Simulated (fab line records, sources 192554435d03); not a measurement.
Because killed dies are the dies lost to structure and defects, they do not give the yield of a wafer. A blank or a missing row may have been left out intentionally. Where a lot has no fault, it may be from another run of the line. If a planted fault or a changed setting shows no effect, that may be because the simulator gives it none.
Struck lot and sound lot, side by side + flow n5Finfet + 43 out of 1938 route steps
Sound: wafers L458.1, L458.4, L458.5. Struck: wafers L467.2, L467.3 (left out: L467.4, a lot-mate that was not struck); the cause follows at the end.
Per side, at each step with rows, come the tool, then ch with its chambers, and then its first start. Under that, the readings that differ: sound wafers + struck wafers + difference of the means + sigmas: that difference in standard deviations of wafers without a fault.
alike: readings whose means differ by less than 2 such deviations, and words and numbers that are the same on both sides. not compared: withheld readings, readings that some wafer has no value for, bounds like >300 that may hide the same value, and numbers for which the record gives no deviation and whose values overlap.
A row with sigmas, a row that says differs or no value, or rows on one side alone: a step with any of these is where the two part. Numbers that don't overlap but have no deviation are shown without sigmas and don't part them. A reading missing from all wafers of one side parts the sides only when that side holds two or more wafers.

first, 2 steps without rows for these wafers: N5_BEOL_M11_PEB_26 (peb time 60 s); N5_BEOL_M11_DEVELOP_27 (develop time 30 s).
N5_BEOL_M11_CD_MEAS_28 targets a cd of 70 nm.
  sound on cdSem-02 ch 0, day 10 06:20; struck on cdSem-01 ch 0, day 13 01:59
  alike: cdNm
N5_BEOL_M11_OVL_MEAS_29:
  sound on overlay-01 ch 0, day 10 06:23; struck on overlay-01 ch 0, day 13 02:01
  alike: V10_OVL
N5_BEOL_M11_INSPECT_30: inspects for defects (brightfield).
  sound: defectInspect-02 at day 10 06:24; struck: defectInspect-01 at day 13 02:02
  alike: rawDefectCount
then, 6 steps without rows for these wafers: N5_BEOL_M11_DESCUM_33 (chemistry O2, time 7.9 s); N5_BEOL_M11_ETCH_65 (etches SiARC in CF4, target depth 39 nm, time 65 s); N5_BEOL_M11_ETCH_66 (etches SOC in N2/H2, target depth 120 nm, overetch 24 nm, time 180 s); N5_BEOL_M11_STRIP_69 (strips in N2/H2); N5_BEOL_M11_VIA_ETCH_34 (etches SiCOH lowk in C4F6/O2, target depth 184.5 nm, time 69.2 s); N5_BEOL_M11_STRIP_73 (strips in C4F6/O2).
N5_BEOL_M11_STRIP_36: strips in N2/H2.
  sound on rieDiel-05 ch 0,2,3, day 10 06:42; struck on rieDiel-05 ch 0,2, day 13 02:20
  alike: drypumpMotorCurrentA, oesProductAu, rfVppV, showerheadPlenumPTorr, throttleValvePct
  not compared: rfHoursCounterH
N5_BEOL_M11_TRENCH_ETCH_37: etches SiCOH lowk in C4F6/O2, target depth 148.83 nm, time 48 s.
  sound on rieDiel-05 ch 0,2,3, day 10 06:44; struck on rieDiel-05 ch 0,2, day 13 02:22
| reading                                    | sound             | struck    | difference | sigmas |
|--------------------------------------------|-------------------|-----------|------------|--------|
| oesProductAu (a.u.)                        | 0.70 0.79 0.88    | 0.53 0.66 | -0.20      | -2     |
| model.etch.depthNm (nm)                    | 149.9 146.1 148.9 | 95 92.61  | -54        |        |
| model.BEOL_M11.featureDepthNm (nm)         | 150 146 148.8     | 95 92.6   | -54        |        |
| model.TiN_of_BEOL_M11_HM_DEP_02.thkNm (nm) | 16 16.2 16        | 17.2 17.4 | +1.2       |        |
  alike: biasW, drypumpMotorCurrentA, oes_ar_750_au, oes_o_777_au, rfVppV, showerheadPlenumPTorr, throttleValvePct
  not compared: rfHoursCounterH
then, 1 step without rows for these wafers: N5_BEOL_M11_ETCH_41 (etches SiCN in CH3F/O2, target depth 42.6 nm, time 86 s).
N5_BEOL_M11_STRIP_77: strips in N2/H2, time 10 s.
  sound: rieDiel-05 ch 0,2,3; struck: rieDiel-05 ch 0,2
  alike: drypumpMotorCurrentA, oesProductAu, rfVppV, showerheadPlenumPTorr, throttleValvePct
  not compared: rfHoursCounterH
N5_BEOL_M11_OCD_MEAS_38:
  sound: ocd-02 at day 10 06:56; struck: ocd-02 at day 13 02:34
| reading            | sound             | struck    | difference | sigmas |
|--------------------|-------------------|-----------|------------|--------|
| trenchDepthNm (nm) | 150.0 145.9 149.1 | 95.1 92.8 | -54.4      | -19    |
then, 4 steps without rows for these wafers: N5_BEOL_M11_HM_STRIP_39 (strips TiN in peroxide tin strip, target depth 25 nm, time 158 s); N5_BEOL_M11_SRD_40 (time 30 s); N5_BEOL_M11_PRECLEAN_42 (cleans in residue remover, time 60 s); N5_BEOL_M11_SRD_43 (time 30 s).
N5_BEOL_M11_CD_MEAS_35 targets a cd of 70 nm.
  sound: cdSem-03 at day 10 07:05; struck: cdSem-03 at day 13 02:43
| reading   | sound          | struck    | difference | sigmas |
|-----------|----------------|-----------|------------|--------|
| cdNm (nm) | 71.1 70.0 71.1 | 68.7 69.0 | -1.9       | -3     |
then, 1 step without rows for these wafers: N5_BEOL_M11_CURE_72 (cures SiCOH lowk, time 120 s).
N5_BEOL_M11_DEGAS_44: time 60 s.
  sound: pvdSputter-01 at day 10 07:41; struck: pvdSputter-02 at day 13 04:02
  alike: heaterPowerW
N5_BEOL_M11_PRE_CLEAN_45: time 30 s.
  sound: pvdSputter-01 at day 10 07:43; struck: pvdSputter-02 at day 13 04:04
  alike: heaterPowerW
then, 5 steps without rows for these wafers: N5_BEOL_M11_ALD_74 (deposits TaN, target thk 2 nm, pulse time 2 s, purge time 3 s); N5_BEOL_M11_SURFACE_TREAT_76; N5_BEOL_M11_CVD_75 (deposits Co from CCTBA/H2, target thk 2 nm, time 138.9 s); N5_BEOL_M11_SPUTTER_48 (material Cu, target thk 12 nm, time 2 s); N5_BEOL_M11_ECD_50 (material Cu, target thk 318 nm).
N5_BEOL_M11_ANNEAL_51: time 90 s.
  sound on rtpAnneal-02 ch 0, day 10 09:32; struck on rtpAnneal-01 ch 0, day 13 05:04
  alike: wafer_temp_C_max
N5_BEOL_M11_CMP_52: polishes, stops on SiCOH lowk, t overpolish 7 s, target thk 140 nm.
  sound on cmp-03 ch 0,2, day 10 09:57; struck on cmp-01 ch 2,3, day 13 05:19
| reading                                | sound             | struck    | difference | sigmas |
|----------------------------------------|-------------------|-----------|------------|--------|
| model.Cu_of_BEOL_M11_ECD_50.thkNm (nm) | 141.8 136.8 141.2 | 85.8 85.6 | -54.2      |        |
  alike: motorCurrentA
  not compared: padLifeWafers
N5_BEOL_M11_THK_MEAS_53: measures by xrf.
  sound: filmMetro-02 at day 10 10:14; struck: filmMetro-01 at day 13 05:37
| reading      | sound       | struck | difference | sigmas |
|--------------|-------------|--------|------------|--------|
| M11_THK (nm) | 144 139 143 | 87 86  | -56        | -16    |
then, 2 steps without rows for these wafers: N5_BEOL_M11_PRE_CLEAN_55 (time 15 s); N5_BEOL_M11_DEP_56 (deposits SiCN from 3MS/NH3, target thk 30 nm, time 10.5 s).
N5_BEOL_M11_RS_MEAS_57: the measuring method here is four-point-probe.
  sound: filmMetro-02 at day 10 10:22; struck: filmMetro-01 at day 13 05:44
| reading         | sound             | struck      | difference | sigmas |
|-----------------|-------------------|-------------|------------|--------|
| M11_RS (ohm/sq) | 0.149 0.155 0.150 | 0.262 0.263 | +0.111     | +29    |
N5_BEOL_M11_INSPECT_58: inspects for defects (darkfield).
  sound: defectInspect-01 at day 10 10:23; struck: defectInspect-02 at day 13 05:46
  alike: rawDefectCount
then, 1 step without rows for these wafers: N5_BEOL_M12_ILD_DEP_00 (deposits SiOC from DEMS/O2, target thk 658.92 nm, time 130.7 s).
N5_BEOL_M12_THK_MEAS_01:
  sound: filmMetro-02 at day 10 10:34; struck: filmMetro-01 at day 13 05:56
  alike: M12_ILD_THK
then, 4 steps without rows for these wafers: N5_BEOL_M12_COAT_58 (time 60 s, resist thk 89 nm); N5_BEOL_M12_COAT_04 (resist thk 400 nm); N5_BEOL_M12_EBR_06; N5_BEOL_M12_SOFTBAKE_05 (time 60 s).
N5_BEOL_M15_RC_MEAS_101:
  sound on prober-01 ch 0, day 11 14:52; struck on prober-02 ch 0, day 14 08:07
| reading                    | sound          | struck    | difference | sigmas |
|----------------------------|----------------|-----------|------------|--------|
| SERP_M11 (ohm/um)          | 3.00 3.11 2.95 | 5.37 5.36 | +2.35      | +25    |
| SERP_M11_max_site (ohm/um) | 3.09 3.14 3.11 | 5.45 5.56 | +2.39      | +25    |
  alike: COMB_M10, COMB_M12, COMB_M12_max_site, COMB_M13, COMB_M14, COMB_M15, COMB_M5, COMB_M6, COMB_M7, COMB_M8, COMB_M9, SERP_M10, SERP_M10_max_site, SERP_M12, SERP_M13, SERP_M14, SERP_M5, SERP_M6, SERP_M6_max_site, SERP_M7, SERP_M8, SERP_M9, SERP_M9_max_site

== WHERE THEY PART ==
Last at N5_BEOL_M15_RC_MEAS_101 as far as this record goes, first at N5_BEOL_M11_TRENCH_ETCH_37.

WHY: what the simulator had put in
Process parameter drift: rieDiel-05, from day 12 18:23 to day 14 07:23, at N5_BEOL_M11_TRENCH_ETCH_37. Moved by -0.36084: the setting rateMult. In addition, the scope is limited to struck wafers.
